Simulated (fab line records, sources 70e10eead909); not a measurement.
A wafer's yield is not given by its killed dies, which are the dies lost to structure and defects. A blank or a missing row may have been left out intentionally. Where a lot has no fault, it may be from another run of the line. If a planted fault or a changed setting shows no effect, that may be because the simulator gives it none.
What tool caused it? -- flow nandHarc -- 24 lots, 72 wafers sampled, at 2 steps of a route of 1302

WHAT THE GAUGES READ, wafer by wafer
NHARC_P_BONDPAD_OVL_MEAS_38. Usual: overlayXNm -1 nm, standard deviation 6.6; overlayYNm -3 nm, standard deviation 6.9.
lot,measured,on,overlayXNm (nm),overlayYNm (nm),flag
L074,day 6 10:40,overlay-02,5 4 4,-2 -2 -3,
L075,day 6 22:41,overlay-01,5 5 5,1 1 0,
L076,day 7 20:19,overlay-01,-12 -12 -12,-6 -6 -6,
L077,day 8 01:32,overlay-01,-3 -3 -3,-6 -6 -6,
L078,day 8 05:16,overlay-02,5 6 5,3 3 3,
L079,day 8 20:50,overlay-02,-1 0 -1,-8 -8 -8,
L080,day 9 07:43,overlay-02,1 2 2,-11 -12 -12,
L081,day 9 09:47,overlay-02,-2 -2 -2,-14 -14 -14,
L083,day 10 04:02,overlay-01,-13 -13 -12,2 2 2,
L082,day 10 04:54,overlay-02,2 1 1,-7 -7 -7,
L084,day 10 16:37,overlay-01,15 15 15,-13 -13 -13,
L085,day 11 09:17,overlay-01,-10 -10 -10,-2 -2 -2,
L086,day 11 14:01,overlay-01,-4 -4 -4,5 6 6,
L088,day 12 15:43,overlay-01,1 1 1,-5 -6 -6,
L087,day 12 16:23,overlay-01,-7 -7 -7,12 11 12,
L089,day 12 22:56,overlay-02,-7 -7 -7,0 0 0,
L090,day 13 06:55,overlay-02,1 2 1,-8 -7 -7,
L091,day 13 17:50,overlay-01,3 2 2,-1 -1 -1,
L092,day 13 22:10,overlay-01,-13 -14 -14,1 2 1,
L093,day 14 18:18,overlay-01,-3 -4 -4,-3 -2 -3,
L094,day 15 00:57,overlay-02,2 2 3,-18 -18 -18,
L095,day 15 15:54,overlay-01,-1 -2 -1,8 8 8,
L096,day 15 18:56,overlay-02,4 4 4,-2 -2 -2,
L097,day 16 02:50,overlay-01,2 3 2,-3 -3 -3,

WHAT TOOL EACH LOT RAN ON (gives the tool, then ch and the chambers of the sampled wafers, and finally the start)
lot,NHARC_P_M2_STRIP_18
L074,"rieDiel-02 ch 1,2, day 6 06:45"
L075,"rieDiel-02 ch 1,2, day 6 18:42"
L076,"rieDiel-06 ch 0,3, day 7 16:10"
L077,"rieDiel-02 ch 0,1,2, day 7 21:31"
L078,"rieDiel-03 ch 0,2,3, day 8 01:14"
L079,"rieDiel-03 ch 0,1,3, day 8 16:47"
L080,"rieDiel-02 ch 2,3, day 9 03:16"
L081,"rieDiel-03 ch 0,1,2, day 9 05:46"
L083,"rieDiel-03 ch 0,3, day 9 23:49"
L082,"rieDiel-06 ch 0,1,2, day 10 00:50"
L084,"rieDiel-02 ch 1,2,3, day 10 12:38"
L085,"rieDiel-02 ch 1,2, day 11 05:14"
L086,"rieDiel-06 ch 0,2,3, day 11 09:52"
L088,"rieDiel-06 ch 2,3, day 12 11:40"
L087,"rieDiel-03 ch 0,1,2, day 12 12:17"
L089,"rieDiel-02 ch 2,3, day 12 18:53"
L090,"rieDiel-02 ch 0,3, day 13 02:50"
L091,"rieDiel-06 ch 0,2, day 13 13:47"
L092,"rieDiel-03 ch 0,3, day 13 18:12"
L093,"rieDiel-06 ch 0,1,2, day 14 14:17"
L094,"rieDiel-03 ch 0,1, day 14 20:55"
L095,"rieDiel-06 ch 0,1,2, day 15 11:51"
L096,"rieDiel-06 ch 0,2, day 15 14:54"
L097,"rieDiel-02 ch 0,1,3, day 15 22:50"
- NHARC_P_M2_STRIP_18: strips in N2/H2.

AS READ BY THE TOOLS THEMSELVES (means over the sampled wafers that have a number; for cases with no such wafer, the mark the record gives instead)
NHARC_P_M2_STRIP_18. Usual: drypumpMotorCurrentA 5.70 A, standard deviation 0.29; mfcArSccm 0.003 sccm, standard deviation 0.0081; oesProductAu 1.003 a.u., standard deviation 0.011; rfVppV 90.8 V, standard deviation 0.95; showerheadPlenumPTorr 2.04 Torr, standard deviation 0.1; throttleValvePct 14.170 %, standard deviation 0.0087.
lot,tool,drypumpMotorCurrentA (A),mfcArSccm (sccm),oesProductAu (a.u.),rfVppV (V),showerheadPlenumPTorr (Torr),throttleValvePct (%),flag
L074,rieDiel-02,5.98,0.000,0.998,90.5,2.05,14.169,
L075,rieDiel-02,5.74,0.000,0.997,90.9,2.00,14.174,
L076,rieDiel-06,5.44,0.001,1.004,90.1,2.00,14.170,
L077,rieDiel-02,5.61,0.000,0.995,91.4,1.98,14.170,
L078,rieDiel-03,5.76,0.011,1.006,91.4,2.06,14.165,
L079,rieDiel-03,5.85,0.000,1.007,90.5,2.11,14.163,
L080,rieDiel-02,5.96,0.000,1.005,90.0,1.98,14.179,
L081,rieDiel-03,5.66,0.011,0.998,91.1,2.06,14.177,
L083,rieDiel-03,5.84,0.000,1.004,90.6,2.04,14.172,
L082,rieDiel-06,5.72,0.004,0.995,91.7,2.08,14.178,
L084,rieDiel-02,5.86,0.000,1.000,90.3,1.98,14.170,
L085,rieDiel-02,5.71,0.000,1.002,90.6,2.00,14.166,
L086,rieDiel-06,5.59,0.001,1.002,90.3,2.02,14.166,
L088,rieDiel-06,5.67,0.001,1.015,89.5,2.06,14.172,
L087,rieDiel-03,5.65,0.011,1.003,91.6,2.06,14.170,
L089,rieDiel-02,6.06,0.000,0.991,91.3,2.03,14.177,
L090,rieDiel-02,5.61,0.000,1.013,90.3,1.91,14.171,
L091,rieDiel-06,5.71,0.001,1.003,90.6,2.05,14.168,
L092,rieDiel-03,5.81,0.000,0.996,91.0,2.04,14.166,
L093,rieDiel-06,5.73,0.004,1.004,91.2,2.08,14.173,
L094,rieDiel-03,5.71,0.000,1.000,90.3,2.03,14.174,
L095,rieDiel-06,5.72,0.004,0.990,90.8,2.08,14.162,
L096,rieDiel-06,5.73,0.001,0.992,90.5,2.05,14.163,
L097,rieDiel-02,5.50,0.000,1.000,90.1,1.92,14.168,

THE ANSWER, worked out from the rows above alone
Rule: lot off if the mean of its wafers having a number is beyond 3 standard deviations from the usual mean. Also off: a lot with no number at a reading for which 4 or more lots have one. All remaining lots with rows at the step are treated as sound. The gauges are gone through in route order, then the tools' own readings, and for those a lot's mean is taken as printed above. At the first step where some lot is off, the reading lying furthest off is the one used; lots without a number count as furthest.
Across all readings shown, no lot is off: no conclusion can be drawn from this.

WHAT THE SIMULATOR HAD PUT IN
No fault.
